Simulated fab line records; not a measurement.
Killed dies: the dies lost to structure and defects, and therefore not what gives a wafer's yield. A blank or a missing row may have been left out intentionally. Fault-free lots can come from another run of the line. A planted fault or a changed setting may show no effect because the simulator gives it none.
fab line records	flow n5Finfet
record lots=7	wafers=39
route steps=1938 shown FIN_SAQP@96 FIN_CUT@169 SD_EPI_P@321
startH: start of the lot's first displayed wafer, in hours after the record's first day	waitH: how many hours have passed since the lot's step before this one	" as in the row above	L1.1+2: a single row standing in for several wafers	- no value, or no start was given	* or withheld: withheld	< > ~ a bound
route shown NAME@n: NAME is a module with steps in the file, n the number in the route of the first one	usual: mean/standard deviation of fault-free wafers	same: alike in all rows	chamber/n: place in a boat	sites: the reading at each site	_std_site: the standard deviation of these	_edge_site: the outer-site mean with the inner-site mean subtracted	radiusMm: how far each site lies from the wafer's centre	mask NAME#n: copy n	behind: the most recent tool/chamber to have shaped the wafer	hold: reason for holding the lot/hours on hold/outcome of the hold	device: which transistor (n, p or np) failed to switch	end of line: at the end of the route, the tests of the same wafers	step lacking rows: just its recipe	killed: dies lost to structure and defects at the first sort, not the wafer's yield	map: a wafer's dies, marking killed ones x, the rest . and places with no die _
set.NAME: the setting the step ran with; set.NAME@STEP: the setting that earlier step ran with	model.NAME: the simulator's own value behind a step, which no gauge read
one table per step and one row per wafer, for lots whose settings were changed on purpose
## steps
# step N5_FIN_SAQP_HM_DEP_03
# recipe material=SiNx	targetThkA=380	tempC=400	precursor=SiH4/NH3/N2	pressureTorr=1.5	rfW=300	timeS=33.6
lot.wafer	tool	chamber	startH	waitH	set.targetThkA	model.SiNx_of_FIN_SAQP_HM_DEP_03.thkNm
L075.1	pecvd-01	2	26.61	0.2	298.4	30.06
L075.2	"	1	"	"	298.4	29.94
L075.3	"	0	"	"	380	36.89
L075.4	"	2	"	"	380	38.45
L075.5	"	0	"	"	380	37.23
L075.6	"	1	"	"	298.4	29.95
L078.1	pecvd-04	0	45.41	0.2	380	37.15
L078.2	"	1	"	"	380	37.17
L078.3	"	0	"	"	380	37.3
L078.4	"	1	"	"	380	37.87
L078.5	"	0	"	"	380	37.76
L078.6	"	1	"	"	380	37.9
L081.1	pecvd-04	1	62.73	0.2	380	37.97
L081.2	"	2	"	"	380	38.55
L081.3	"	0	"	"	513.9	50.99
L081.4	"	0	"	"	380	38.35
L081.5	"	1	"	"	513.9	51.62
L081.6	"	2	"	"	513.9	52.49
L083.3	pecvd-03	0	75.34	0.1	380	36.87
L083.5	"	1	"	"	380	38.41
L083.6	"	2	"	"	380	38.61
L084.1	pecvd-01	1	80.63	0.2	250.8	24.83
L084.2	"	2	"	"	250.8	24.62
L084.3	"	0	"	"	380	36.66
L084.4	"	2	"	"	250.8	25.01
L084.5	"	0	"	"	380	36.94
L084.6	"	1	"	"	380	38.14
L093.1	pecvd-04	1	134.84	0.2	380	37.69
L093.2	"	0	"	"	471.5	47.26
L093.3	"	2	"	"	380	38.12
L093.4	"	0	"	"	380	38.62
L093.5	"	2	"	"	471.5	47.59
L093.6	"	1	"	"	471.5	48.03
L096.1	pecvd-01	1	154.00	0.2	380	37.68
L096.2	"	0	"	"	237	22.87
L096.3	"	2	"	"	237	23.16
L096.4	"	0	"	"	237	23.38
L096.5	"	2	"	"	380	37.61
L096.6	"	1	"	"	380	38.45
# step N5_FIN_SAQP_THK_MEAS_05
# usual thkNm=38.0/0.56
lot.wafer	tool	chamber	startH	waitH	set.targetThkA@FIN_SAQP_HM_DEP_03	thkNm
L075.1	filmMetro-01	-	26.70	0.1	298.4	30.1
L075.2	"	-	"	"	298.4	29.9
L075.3	"	-	"	"	380	36.9
L075.4	"	-	"	"	380	38.5
L075.5	"	-	"	"	380	37.2
L075.6	"	-	"	"	298.4	29.9
L078.1	filmMetro-01	-	45.52	0.1	380	37.2
L078.2	"	-	"	"	380	37.2
L078.3	"	-	"	"	380	37.3
L078.4	"	-	"	"	380	37.9
L078.5	"	-	"	"	380	37.8
L078.6	"	-	"	"	380	38.0
L081.1	filmMetro-02	-	62.82	0.1	380	38.0
L081.2	"	-	"	"	380	38.6
L081.3	"	-	"	"	513.9	50.9
L081.4	"	-	"	"	380	38.3
L081.5	"	-	"	"	513.9	51.6
L081.6	"	-	"	"	513.9	52.5
L083.3	filmMetro-02	-	75.43	0.1	380	36.9
L083.5	"	-	"	"	380	38.5
L083.6	"	-	"	"	380	38.7
L084.1	filmMetro-02	-	80.72	0.1	250.8	24.8
L084.2	"	-	"	"	250.8	24.7
L084.3	"	-	"	"	380	36.6
L084.4	"	-	"	"	250.8	25.0
L084.5	"	-	"	"	380	36.9
L084.6	"	-	"	"	380	38.1
L093.1	filmMetro-01	-	134.92	0.1	380	37.6
L093.2	"	-	"	"	471.5	47.3
L093.3	"	-	"	"	380	38.1
L093.4	"	-	"	"	380	38.6
L093.5	"	-	"	"	471.5	47.6
L093.6	"	-	"	"	471.5	48.0
L096.1	filmMetro-01	-	154.09	0.1	380	37.7
L096.2	"	-	"	"	237	22.9
L096.3	"	-	"	"	237	23.2
L096.4	"	-	"	"	237	23.4
L096.5	"	-	"	"	380	37.6
L096.6	"	-	"	"	380	38.5
# step N5_FIN_SAQP_PECVD_47
# recipe material=a-Si	targetThkA=450	tempC=400	precursor=SiH4/He	pressureTorr=3	rfW=100	timeS=36.3
# step N5_FIN_SAQP_PECVD_48
# recipe material=SiNx	targetThkA=250	tempC=400	precursor=SiH4/NH3/N2	pressureTorr=1.5	rfW=300	timeS=22.1
# step N5_FIN_SAQP_MANDREL2_REMOVE_60
# recipe chemistry=HBr/Cl2/O2	btTimeS=10	target=a-Si	stopOn=SiNx	endpoint=OES-SiCl	overEtchFrac=1	icpW=600	biasW=22	HBr_flow_sccm=150	Cl2_flow_sccm=80	O2_flow_sccm=5	pressureMtorr=10
# step N5_FIN_SAQP_HM_OPEN_33
# recipe chemistry=CH3F/O2	target=SiNx	maskMaterial=SiO2	targetDepthA=494	timeS=70.6	pressureMtorr=30	sourceW=395	biasW=73	Ar_flow_sccm=150	CH3F_flow_sccm=30	O2_flow_sccm=20	ionEnergyEv=120	ends=cleared
# usual etchRfOnTimeS=68.5/1.6
lot.wafer	tool	chamber	startH	waitH	set.targetThkA@FIN_SAQP_HM_DEP_03	etchRfOnTimeS	model.etch.depthNm
L075.1	rieDiel-04	2	31.72	0.3	298.4	52.6	29.14
L075.2	"	1	"	"	298.4	55.1	29.22
L075.3	"	0	"	"	380	68.2	36.06
L075.4	"	3	"	"	380	68.2	37.53
L075.5	"	3	"	"	380	66.4	36.4
L075.6	"	0	"	"	298.4	55.2	29.23
L078.1	rieDiel-06	3	50.40	0.0	380	67.7	36.42
L078.2	"	1	"	"	380	65.8	36.34
L078.3	"	2	"	"	380	67.6	36.38
L078.4	"	0	"	"	380	69.0	36.95
L078.5	"	0	"	"	380	69.4	37.04
L078.6	"	1	"	"	380	67.1	37.08
L081.1	rieDiel-06	1	67.74	0.1	380	66.1	37.05
L081.2	"	0	"	"	380	69.0	37.72
L081.3	"	3	"	"	513.9	92.3	50.27
L081.4	"	2	"	"	380	69.2	37.43
L081.5	"	0	"	"	513.9	93.2	50.79
L081.6	"	3	"	"	513.9	96.0	51.77
L083.3	rieDiel-04	3	79.98	0.0	380	65.1	36.24
L083.5	"	1	"	"	380	70.8	37.59
L083.6	"	2	"	"	380	68.2	37.7
L084.1	rieDiel-04	2	85.06	0.0	250.8	44.0	24.2
L084.2	"	3	"	"	250.8	43.3	24
L084.3	"	1	"	"	380	67.5	36.03
L084.4	"	0	"	"	250.8	45.4	24.38
L084.5	"	2	"	"	380	65.3	36.32
L084.6	"	3	"	"	380	68.0	37.51
L093.1	rieDiel-05	3	139.39	0.0	380	70.2	37.06
L093.2	"	1	"	"	471.5	83.7	46.63
L093.3	"	0	"	"	380	70.2	37.49
L093.4	"	0	"	"	380	70.8	37.99
L093.5	"	3	"	"	471.5	88.2	46.97
L093.6	"	1	"	"	471.5	85.9	47.4
L096.1	rieDiel-04	3	159.03	0.1	380	66.4	36.76
L096.2	"	1	"	"	237	42.4	22.15
L096.3	"	2	"	"	237	41.0	22.54
L096.4	"	0	"	"	237	41.8	22.55
L096.5	"	1	"	"	380	69.7	36.69
L096.6	"	2	"	"	380	68.4	37.62
# step N5_FIN_CUT_ETCH_21
# recipe chemistry=N2/H2	target=SOC	targetDepthA=2190	overetchA=438	maskMaterial=SiARC	tempC=40	ionEnergyEv=100	biasW=61	timeS=523.5	pressureMtorr=30	sourceW=850	n2FlowSccm=200	h2FlowSccm=200
lot.wafer	tool	chamber	startH	waitH	set.timeS	model.etch.depthNm	model.SiARC_of_FIN_CUT_COAT_19.thkNm	model.FIN_CUT.cdOffsetNm
L075.1	rieDiel-03	3	33.91	0.0	345.6	163.3	15	-2.4
L075.2	"	1	"	"	523.5	229.8	12.2	0
L075.3	"	2	"	"	345.6	180.1	14.6	-1.2
L075.4	"	0	"	"	345.6	171.9	14.6	-1.8
L075.5	"	3	"	"	523.5	230.3	12.2	-0.6
L075.6	"	2	"	"	523.5	230	11.8	0.6
L078.1	rieDiel-03	1	51.61	0.0	523.5	230.2	12.2	-0.2
L078.2	"	2	"	"	212.2	108.8	16.6	-2.6
L078.3	"	3	"	"	212.2	99.74	16.8	-4
L078.4	"	0	"	"	212.2	105.2	16.6	-3.4
L078.5	"	3	"	"	523.5	229.3	12.2	-0.4
L078.6	"	0	"	"	523.5	229.7	11.8	-0.6
L081.1	rieDiel-01	1	68.79	0.0	418.7	211	13.4	-0.8
L081.2	"	2	"	"	523.5	230.4	12	-0.2
L081.3	"	0	"	"	523.5	230.5	11.8	0.2
L081.4	"	3	"	"	418.7	222.2	13.2	-1.8
L081.5	"	0	"	"	523.5	229.8	11.8	0.6
L081.6	"	1	"	"	418.7	210.4	13.6	-0.4
L083.3	rieDiel-01	0	81.03	0.0	523.5	231	11.8	0.4
L083.5	"	0	"	"	523.5	230.9	11.8	0.6
L083.6	"	1	"	"	523.5	230.7	11.8	0.4
L084.1	rieDiel-02	0	86.55	0.0	751.2	229.8	8.8	2.2
L084.2	"	2	"	"	751.2	229.8	9	1.8
L084.3	"	1	"	"	523.5	229.9	12	-0.6
L084.4	"	3	"	"	523.5	230.3	11.8	0.2
L084.5	"	1	"	"	751.2	229.6	8.4	2.2
L084.6	"	0	"	"	523.5	230.5	12.2	0
L093.1	rieDiel-01	2	140.45	0.0	523.5	230.1	12.2	0
L093.2	"	0	"	"	523.5	230.9	11.8	0.4
L093.3	"	3	"	"	523.5	230.5	11.6	0.2
L093.4	"	0	"	"	523.5	230.9	11.8	1
L093.5	"	3	"	"	523.5	230.4	11.6	0.2
L093.6	"	2	"	"	523.5	230.4	12.2	0
L096.1	rieDiel-01	2	160.21	0.0	631.4	231.6	10.4	0.4
L096.2	"	0	"	"	631.4	230.8	10	0.8
L096.3	"	1	"	"	523.5	230.7	12	0.6
L096.4	"	3	"	"	631.4	231.6	9.8	1.6
L096.5	"	1	"	"	523.5	231.6	12	0.2
L096.6	"	0	"	"	523.5	231.3	11.8	0.2
# step N5_FIN_CUT_STRIP_23
# recipe chemistry=N2/H2	tempC=40	n2FlowSccm=200	h2FlowSccm=200	rfFrequencyHz=6e+07
# step N5_FIN_CUT_STRIP_31
# recipe chemistry=N2/H2	tempC=40	n2FlowSccm=200	h2FlowSccm=200	rfFrequencyHz=6e+07
# step N5_FIN_CUT_STRIP_24
# recipe chemistry=CF4	resist=SiARC	powerW=300	biasPowerW=75	pressureMtorr=50	cf4FlowSccm=150	rfFrequencyHz=6e+07
# step N5_FIN_CUT_CUT_ETCH_26
# recipe chemistry=CH3F/O2	target=SiNx	targetDepthA=390	maskMaterial=SOC	timeS=55.7	pressureMtorr=30	sourceW=395	biasW=73	Ar_flow_sccm=150	CH3F_flow_sccm=30	O2_flow_sccm=20	ionEnergyEv=120
lot.wafer	tool	chamber	startH	waitH	set.timeS@FIN_CUT_ETCH_21	model.FIN_CUT.cdOffsetNm
L075.1	rieDiel-03	3	34.26	0.0	345.6	-2.6
L075.2	"	1	"	"	523.5	-0.2
L075.3	"	2	"	"	345.6	-1
L075.4	"	0	"	"	345.6	-1.6
L075.5	"	3	"	"	523.5	-0.8
L075.6	"	2	"	"	523.5	0.8
L078.1+5	rieDiel-03	1,3	51.96	0.0	523.5	-0.4
L078.2	"	2	"	"	212.2	-2.4
L078.3	"	3	"	"	212.2	-4
L078.4	"	0	"	"	212.2	-3.4
L078.6	"	0	"	"	523.5	-0.6
L081.1	rieDiel-01	1	69.13	0.0	418.7	-0.8
L081.2	"	2	"	"	523.5	-0.2
L081.3	"	0	"	"	523.5	0
L081.4	"	3	"	"	418.7	-2
L081.5	"	0	"	"	523.5	0.6
L081.6	"	1	"	"	418.7	-0.4
L083.3+5	rieDiel-01	0	81.38	0.0	523.5	0.4
L083.6	"	1	"	"	523.5	0.2
L084.1+5	rieDiel-02	0,1	86.89	0.0	751.2	2.2
L084.2	"	2	"	"	751.2	1.6
L084.3	"	1	"	"	523.5	-0.6
L084.4	"	3	"	"	523.5	0.4
L084.6	"	0	"	"	523.5	0
L093.1+3+5+6	rieDiel-01	2,3,3,2	140.79	0.0	523.5	0.2
L093.2	"	0	"	"	523.5	0.6
L093.4	"	0	"	"	523.5	1.2
L096.1	rieDiel-01	2	160.55	0.0	631.4	0.6
L096.2	"	0	"	"	631.4	1
L096.3	"	1	"	"	523.5	0.6
L096.4	"	3	"	"	631.4	1.6
L096.5+6	"	1,0	"	"	523.5	0.2
# step N5_FIN_CUT_CUT_ETCH_27
# recipe chemistry=CHF3/O2	target=SiO2	targetDepthA=40	maskMaterial=SOC	overetchA=20	timeS=4.9	pressureMtorr=30	sourceW=650	biasW=170	Ar_flow_sccm=200	CHF3_flow_sccm=50	O2_flow_sccm=5	ionEnergyEv=200
lot.wafer	tool	chamber	startH	waitH	set.timeS@FIN_CUT_ETCH_21	model.FIN_CUT.cdOffsetNm
L075.1	rieDiel-03	3	34.30	0.0	345.6	-2.6
L075.2	"	1	"	"	523.5	-0.2
L075.3	"	2	"	"	345.6	-1.2
L075.4	"	0	"	"	345.6	-1.8
L075.5	"	3	"	"	523.5	-0.8
L075.6	"	2	"	"	523.5	0.6
L078.1+5	rieDiel-03	1,3	52.00	0.0	523.5	-0.4
L078.2	"	2	"	"	212.2	-2.4
L078.3	"	3	"	"	212.2	-4
L078.4	"	0	"	"	212.2	-3.4
L078.6	"	0	"	"	523.5	-0.6
L081.1	rieDiel-01	1	69.18	0.0	418.7	-0.6
L081.2	"	2	"	"	523.5	-0.2
L081.3	"	0	"	"	523.5	0
L081.4	"	3	"	"	418.7	-1.8
L081.5	"	0	"	"	523.5	0.6
L081.6	"	1	"	"	418.7	-0.4
L083.3+5	rieDiel-01	0	81.42	0.0	523.5	0.6
L083.6	"	1	"	"	523.5	0.2
L084.1	rieDiel-02	0	86.94	0.0	751.2	2.2
L084.2	"	2	"	"	751.2	1.6
L084.3	"	1	"	"	523.5	-0.4
L084.4	"	3	"	"	523.5	0.6
L084.5	"	1	"	"	751.2	2.4
L084.6	"	0	"	"	523.5	0
L093.1+6	rieDiel-01	2	140.84	0.0	523.5	0
L093.2	"	0	"	"	523.5	0.6
L093.3	"	3	"	"	523.5	0.2
L093.4	"	0	"	"	523.5	1.2
L093.5	"	3	"	"	523.5	0.4
L096.1	rieDiel-01	2	160.60	0.0	631.4	0.4
L096.2	"	0	"	"	631.4	1
L096.3	"	1	"	"	523.5	0.6
L096.4	"	3	"	"	631.4	1.6
L096.5	"	1	"	"	523.5	0.2
L096.6	"	0	"	"	523.5	0.4
# step N5_FIN_CUT_PRECLEAN_35
# recipe timeS=13.3	tempC=45	pressureTorr=125	pHfTorr=3	pCoreactantTorr=25	chemistry=vHF
# step N5_FIN_CUT_CUT_ETCH_15
# recipe chemistry=HBr/Cl2/O2	target=Si	targetDepthA=1000	btTimeS=10	maskMaterial=SOC	timeS=42.4	ionEnergyEv=*	biasW=*	pressureMtorr=10	icpW=800	HBr_flow_sccm=150	Cl2_flow_sccm=80	O2_flow_sccm=12
lot.wafer	tool	chamber	startH	waitH	set.timeS@FIN_CUT_ETCH_21	model.FIN_CUT.cdOffsetNm
L075.1	rieSi-03	1	34.45	0.1	345.6	-2.2
L075.2	"	3	"	"	523.5	0.2
L075.3	"	2	"	"	345.6	-0.8
L075.4	"	0	"	"	345.6	-1.2
L075.5	"	0	"	"	523.5	-0.2
L075.6	"	3	"	"	523.5	1
L078.1+5	rieSi-05	0	52.15	0.1	523.5	-0.2
L078.2	"	3	"	"	212.2	-2.4
L078.3	"	1	"	"	212.2	-4
L078.4	"	2	"	"	212.2	-3.4
L078.6	"	1	"	"	523.5	-0.4
L081.1	rieSi-05	0	69.39	0.1	418.7	0
L081.2+3	"	1,2	"	"	523.5	0.6
L081.4	"	3	"	"	418.7	-1
L081.5	"	3	"	"	523.5	1.4
L081.6	"	2	"	"	418.7	0.2
L083.3+5	rieSi-03	1,0	81.57	0.0	523.5	0.4
L083.6	"	1	"	"	523.5	0
L084.1	rieSi-03	0	87.09	0.1	751.2	2.4
L084.2	"	2	"	"	751.2	1.6
L084.3	"	3	"	"	523.5	-0.6
L084.4	"	1	"	"	523.5	0.6
L084.5	"	2	"	"	751.2	2.2
L084.6	"	1	"	"	523.5	0.2
L093.1	rieSi-05	1	140.98	0.1	523.5	0.2
L093.2	"	2	"	"	523.5	0.6
L093.3+5	"	3,1	"	"	523.5	0.4
L093.4	"	0	"	"	523.5	1.6
L093.6	"	2	"	"	523.5	0
L096.1	rieSi-06	0	160.75	0.1	631.4	0.4
L096.2	"	3	"	"	631.4	1.2
L096.3	"	1	"	"	523.5	0.8
L096.4	"	2	"	"	631.4	1.8
L096.5+6	"	1,0	"	"	523.5	0.2
# step N5_SD_EPI_P_EPI_21
# recipe material=SiGe:B	dopant=B	tempC=550	pressureTorr=20	ambient=H2	timeS=355
lot.wafer	tool	chamber	startH	waitH	set.timeS	model.SiGe-B_of_SD_EPI_P_EPI_21.thkNm
L075.1+4	epiRpcvd-02	0	61.84	0.1	230	42.4
L075.2	"	0	"	"	230	42.2
L075.3	"	0	"	"	355	59.4
L075.5	"	0	"	"	355	60.2
L075.6	"	0	"	"	355	59.6
L078.1	epiRpcvd-01	0	78.22	0.1	490.5	77.2
L078.2	"	0	"	"	355	61.2
L078.3	"	0	"	"	490.5	76.4
L078.4	"	0	"	"	355	61.8
L078.5	"	0	"	"	355	61.4
L078.6	"	0	"	"	490.5	77
L081.1	epiRpcvd-01	0	99.25	0.1	547.4	81.2
L081.2	"	0	"	"	355	61
L081.3	"	0	"	"	547.4	81.6
L081.4	"	0	"	"	547.4	82
L081.5	"	0	"	"	355	60.8
L081.6	"	0	"	"	355	59.8
L083.3+5	epiRpcvd-01	0	114.51	0.8	355	60.2
L083.6	"	0	115.59	1.8	355	59.8
L084.1	epiRpcvd-04	0	121.98	0.1	192.8	34.8
L084.2	"	0	"	"	355	59.2
L084.3	"	0	"	"	192.8	35.8
L084.4	"	0	"	"	192.8	35
L084.5	"	0	"	"	355	60.4
L084.6	"	0	"	"	355	59.6
L093.1+5	epiRpcvd-02	0	176.93	0.1	178.4	33
L093.2+6	"	0	"	"	355	60
L093.3	"	0	"	"	178.4	33.2
L093.4	"	0	"	"	355	61.4
L096.1	epiRpcvd-01	0	188.41	0.1	541.2	81
L096.2	"	0	"	"	355	61.4
L096.3	"	0	"	"	355	60.6
L096.4	"	0	"	"	541.2	82
L096.5	"	0	"	"	355	61
L096.6	"	0	"	"	541.2	82.4
# step N5_SD_EPI_P_EPI_MEAS_23
# recipe mode=xrd
# usual thkNm=60.8/1.2
lot.wafer	tool	chamber	startH	waitH	set.timeS@SD_EPI_P_EPI_21	thkNm
L075.1	filmMetro-01	-	64.04	1.9	230	42.0
L075.2	"	-	"	"	230	43.0
L075.3	"	-	"	"	355	59.8
L075.4	"	-	"	"	230	43.1
L075.5	"	-	"	"	355	59.3
L075.6	"	-	"	"	355	60.9
L078.1	filmMetro-01	-	80.42	1.8	490.5	78.2
L078.2	"	-	"	"	355	61.6
L078.3	"	-	"	"	490.5	76.9
L078.4	"	-	"	"	355	63.5
L078.5	"	-	"	"	355	60.6
L078.6	"	-	"	"	490.5	77.9
L081.1	filmMetro-01	-	101.44	1.8	547.4	81.3
L081.2	"	-	"	"	355	62.1
L081.3	"	-	"	"	547.4	81.6
L081.4	"	-	"	"	547.4	84.1
L081.5	"	-	"	"	355	60.0
L081.6	"	-	"	"	355	61.1
L083.3	filmMetro-01	-	115.99	1.1	355	60.5
L083.5	"	-	"	"	355	58.8
L083.6	"	-	"	"	355	58.3
L084.1	filmMetro-01	-	124.17	1.9	192.8	34.2
L084.2	"	-	"	"	355	58.6
L084.3	"	-	"	"	192.8	36.8
L084.4	"	-	"	"	192.8	35.8
L084.5	"	-	"	"	355	60.6
L084.6	"	-	"	"	355	59.3
L093.1	filmMetro-02	-	179.13	1.9	178.4	34.8
L093.2	"	-	"	"	355	58.9
L093.3	"	-	"	"	178.4	34.8
L093.4	"	-	"	"	355	62.0
L093.5	"	-	"	"	178.4	35.6
L093.6	"	-	"	"	355	59.7
L096.1	filmMetro-02	-	190.61	1.8	541.2	80.2
L096.2	"	-	"	"	355	59.9
L096.3	"	-	"	"	355	62.9
L096.4	"	-	"	"	541.2	82.3
L096.5	"	-	"	"	355	59.7
L096.6	"	-	"	"	541.2	81.6
# step N5_SD_EPI_P_HM_STRIP_48
# recipe chemistry=H3PO4	tempC=160	material=SiNx	target=SiNx	targetDepthA=30	overetchFraction=0.3
# step N5_SD_EPI_P_SRD_49
# recipe dry=ipaMarangoni	timeS=30	tempC=23	rinseLiquid=diw
# step N5_SD_EPI_P_PRECLEAN_24
# recipe chemistry=O3/DIW	timeS=45	tempC=22	o3Ppm=10
lot.wafer	tool	chamber	startH	waitH	set.timeS@SD_EPI_P_EPI_21	model.SiGe-B_of_SD_EPI_P_EPI_21.thkNm
L075.1	wetBench-05	1	64.14	0.0	230	42.2
L075.2	"	4	"	"	230	41.8
L075.3	"	6	"	"	355	58.8
L075.4	"	2	"	"	230	42
L075.5	"	3	"	"	355	59.8
L075.6	"	5	"	"	355	59.2
L078.1	wetBench-05	5	80.52	0.0	490.5	76.6
L078.2	"	4	"	"	355	60.6
L078.3	"	6	"	"	490.5	75.8
L078.4	"	1	"	"	355	61.4
L078.5	"	2	"	"	355	61
L078.6	"	3	"	"	490.5	76.4
L081.1	wetBench-03	0	101.55	0.0	547.4	80.6
L081.2	"	7	"	"	355	60.6
L081.3	"	6	"	"	547.4	81
L081.4	"	4	"	"	547.4	81.4
L081.5	"	5	"	"	355	60.4
L081.6	"	1	"	"	355	59.4
L083.3+5	wetBench-02	2,6	116.10	0.0	355	59.8
L083.6	"	1	"	"	355	59.4
L084.1+4	wetBench-03	6,5	124.28	0.0	192.8	34.6
L084.2	"	0	"	"	355	58.8
L084.3	"	1	"	"	192.8	35.4
L084.5	"	7	"	"	355	60
L084.6	"	2	"	"	355	59
L093.1+5	wetBench-02	3,1	179.24	0.0	178.4	32.8
L093.2	"	4	"	"	355	59.6
L093.3	"	2	"	"	178.4	33
L093.4	"	5	"	"	355	61
L093.6	"	6	"	"	355	59.4
L096.1	wetBench-05	1	190.71	0.0	541.2	80.4
L096.2	"	5	"	"	355	61
L096.3	"	7	"	"	355	60.2
L096.4	"	4	"	"	541.2	81.4
L096.5	"	0	"	"	355	60.4
L096.6	"	6	"	"	541.2	81.8
## key
split step=N5_FIN_SAQP_HM_DEP_03	setting=targetThkA	stated=380	by=wafer
response step=N5_FIN_SAQP_HM_DEP_03	reading=model.SiNx_of_FIN_SAQP_HM_DEP_03.thkNm	change=+0.379	per=1%	r=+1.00
response step=N5_FIN_SAQP_THK_MEAS_05	reading=thkNm	change=*	per=1%	r=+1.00
response step=N5_FIN_SAQP_HM_OPEN_33	reading=etchRfOnTimeS	change=*	per=1%	r=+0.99
response step=N5_FIN_SAQP_HM_OPEN_33	reading=model.etch.depthNm	change=+0.379	per=1%	r=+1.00
split step=N5_FIN_CUT_ETCH_21	setting=timeS	stated=523.5	by=wafer
response step=N5_FIN_CUT_ETCH_21	reading=model.etch.depthNm	shape=bent	atLowest=104.6	atStated=230.4	atHighest=229.7
response step=N5_FIN_CUT_ETCH_21	reading=model.SiARC_of_FIN_CUT_COAT_19.thkNm	change=-0.0777	per=1%	r=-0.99
response step=N5_FIN_CUT_ETCH_21	reading=model.FIN_CUT.cdOffsetNm	change=+0.0496	per=1%	r=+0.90
response step=N5_FIN_CUT_CUT_ETCH_26	reading=model.FIN_CUT.cdOffsetNm	change=+0.0475	per=1%	r=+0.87
response step=N5_FIN_CUT_CUT_ETCH_27	reading=model.FIN_CUT.cdOffsetNm	change=+0.0467	per=1%	r=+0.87
response step=N5_FIN_CUT_CUT_ETCH_15	reading=model.FIN_CUT.cdOffsetNm	change=+0.0489	per=1%	r=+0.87
split step=N5_SD_EPI_P_EPI_21	setting=timeS	stated=355	by=wafer
response step=N5_SD_EPI_P_EPI_21	reading=model.SiGe-B_of_SD_EPI_P_EPI_21.thkNm	change=+0.457	per=1%	r=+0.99
response step=N5_SD_EPI_P_EPI_MEAS_23	reading=thkNm	change=*	per=1%	r=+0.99
response step=N5_SD_EPI_P_PRECLEAN_24	reading=model.SiGe-B_of_SD_EPI_P_EPI_21.thkNm	change=+0.453	per=1%	r=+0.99
